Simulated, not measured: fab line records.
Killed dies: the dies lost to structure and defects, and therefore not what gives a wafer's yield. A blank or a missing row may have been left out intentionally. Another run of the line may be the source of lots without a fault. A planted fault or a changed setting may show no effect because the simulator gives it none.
Chamber matching || flow n5-finfet || N5_BEOL_M9_PECVD_70 on pecvd-01 has 3 sister chambers
The step deposits SiO2 from TEOS/O2, target thk 20 nm, time 22.7 s. 16 wafers are shown with their chamber, then 8 later ones without.

== WAFERS, EACH WITH ITS CHAMBER ==
{"wafer": "L074.1", "chamber": 2, "throttle-valve-pct (%)": 20.7, "showerhead-plenum-p-Torr (Torr)": 8.95, "heater-power-w (W)": 743}
{"wafer": "L074.4", "chamber": 2, "throttle-valve-pct (%)": 21.0, "showerhead-plenum-p-Torr (Torr)": 8.94, "heater-power-w (W)": 749}
{"wafer": "L074.5", "chamber": 1, "throttle-valve-pct (%)": 25.6, "showerhead-plenum-p-Torr (Torr)": 8.85, "heater-power-w (W)": 805}
{"wafer": "L080.3", "chamber": 0, "throttle-valve-pct (%)": 22.3, "showerhead-plenum-p-Torr (Torr)": 8.77, "heater-power-w (W)": 670}
{"wafer": "L080.4", "chamber": 2, "throttle-valve-pct (%)": 21.1, "showerhead-plenum-p-Torr (Torr)": 8.97, "heater-power-w (W)": 782}
{"wafer": "L080.5", "chamber": 0, "throttle-valve-pct (%)": 22.3, "showerhead-plenum-p-Torr (Torr)": 8.77, "heater-power-w (W)": 649}
{"wafer": "L084.2", "chamber": 1, "throttle-valve-pct (%)": 25.6, "showerhead-plenum-p-Torr (Torr)": 8.86, "heater-power-w (W)": 748}
{"wafer": "L084.3", "chamber": 0, "throttle-valve-pct (%)": 22.1, "showerhead-plenum-p-Torr (Torr)": 8.77, "heater-power-w (W)": 710}
{"wafer": "L084.6", "chamber": 2, "throttle-valve-pct (%)": 21.1, "showerhead-plenum-p-Torr (Torr)": 8.95, "heater-power-w (W)": 739}
{"wafer": "L083.2", "chamber": 0, "throttle-valve-pct (%)": 22.0, "showerhead-plenum-p-Torr (Torr)": 8.78, "heater-power-w (W)": 638}
{"wafer": "L083.5", "chamber": 1, "throttle-valve-pct (%)": 25.5, "showerhead-plenum-p-Torr (Torr)": 8.86, "heater-power-w (W)": 856}
{"wafer": "L083.6", "chamber": 0, "throttle-valve-pct (%)": 22.1, "showerhead-plenum-p-Torr (Torr)": 8.79, "heater-power-w (W)": 677}
{"wafer": "L087.1", "chamber": 2, "throttle-valve-pct (%)": 21.1, "showerhead-plenum-p-Torr (Torr)": 8.95, "heater-power-w (W)": 678}
{"wafer": "L087.5", "chamber": 2, "throttle-valve-pct (%)": 21.2, "showerhead-plenum-p-Torr (Torr)": 8.95, "heater-power-w (W)": 704}
{"wafer": "L087.6", "chamber": 0, "throttle-valve-pct (%)": 22.4, "showerhead-plenum-p-Torr (Torr)": 8.77, "heater-power-w (W)": 715}
{"wafer": "L090.2", "chamber": 1, "throttle-valve-pct (%)": 25.6, "showerhead-plenum-p-Torr (Torr)": 8.87, "heater-power-w (W)": 775}

SIGNATURES (means of the wafers above)
{"reading": "throttle-valve-pct", "chamber 0": 22.200, "chamber 1": 25.575, "chamber 2": 21.033, "scatter within a chamber": 0.147}
{"reading": "showerhead-plenum-p-Torr", "chamber 0": 8.7750, "chamber 1": 8.8600, "chamber 2": 8.9517, "scatter within a chamber": 0.00892}
{"reading": "heater-power-w", "chamber 0": 676.50, "chamber 1": 796.00, "chamber 2": 732.50, "scatter within a chamber": 37.2}
Rule: distance of a wafer from a chamber = root of the sum over the readings of ((wafer's reading minus chamber's mean) / reading's scatter) squared. The wafer belongs to the nearest chamber; if the next one is less than 2 further off, it can't be placed. The scatter: take each reading less its chamber's mean, square it, sum over the shown wafers, divide by the number of wafers less the number of chambers, and take the root.

== WAFERS WITHOUT THEIR CHAMBER ==
{"wafer": "L090.3", "throttle-valve-pct (%)": 21.1, "showerhead-plenum-p-Torr (Torr)": 8.95, "heater-power-w (W)": 751}
{"wafer": "L090.5", "throttle-valve-pct (%)": 25.6, "showerhead-plenum-p-Torr (Torr)": 8.87, "heater-power-w (W)": 795}
{"wafer": "L091.2", "throttle-valve-pct (%)": 21.1, "showerhead-plenum-p-Torr (Torr)": 8.94, "heater-power-w (W)": 711}
{"wafer": "L091.3", "throttle-valve-pct (%)": 22.3, "showerhead-plenum-p-Torr (Torr)": 8.76, "heater-power-w (W)": 646}
{"wafer": "L091.6", "throttle-valve-pct (%)": 25.7, "showerhead-plenum-p-Torr (Torr)": 8.87, "heater-power-w (W)": 815}
{"wafer": "L096.2", "throttle-valve-pct (%)": 22.3, "showerhead-plenum-p-Torr (Torr)": 8.78, "heater-power-w (W)": 732}
{"wafer": "L096.4", "throttle-valve-pct (%)": 25.6, "showerhead-plenum-p-Torr (Torr)": 8.86, "heater-power-w (W)": 747}
{"wafer": "L096.6", "throttle-valve-pct (%)": 25.8, "showerhead-plenum-p-Torr (Torr)": 8.83, "heater-power-w (W)": 744}

== THE CHAMBER EACH PASSED THROUGH ==
{"wafer": "L090.3", "from the rows above": 2, "in truth": 2}
{"wafer": "L090.5", "from the rows above": 1, "in truth": 1}
{"wafer": "L091.2", "from the rows above": 2, "in truth": 2}
{"wafer": "L091.3", "from the rows above": 0, "in truth": 0}
{"wafer": "L091.6", "from the rows above": 1, "in truth": 1}
{"wafer": "L096.2", "from the rows above": 0, "in truth": 0}
{"wafer": "L096.4", "from the rows above": 1, "in truth": 1}
{"wafer": "L096.6", "from the rows above": 1, "in truth": 1}
Correctly placed: 8 of 8. Number that these rows cannot place: 0. Number placed wrongly: 0.
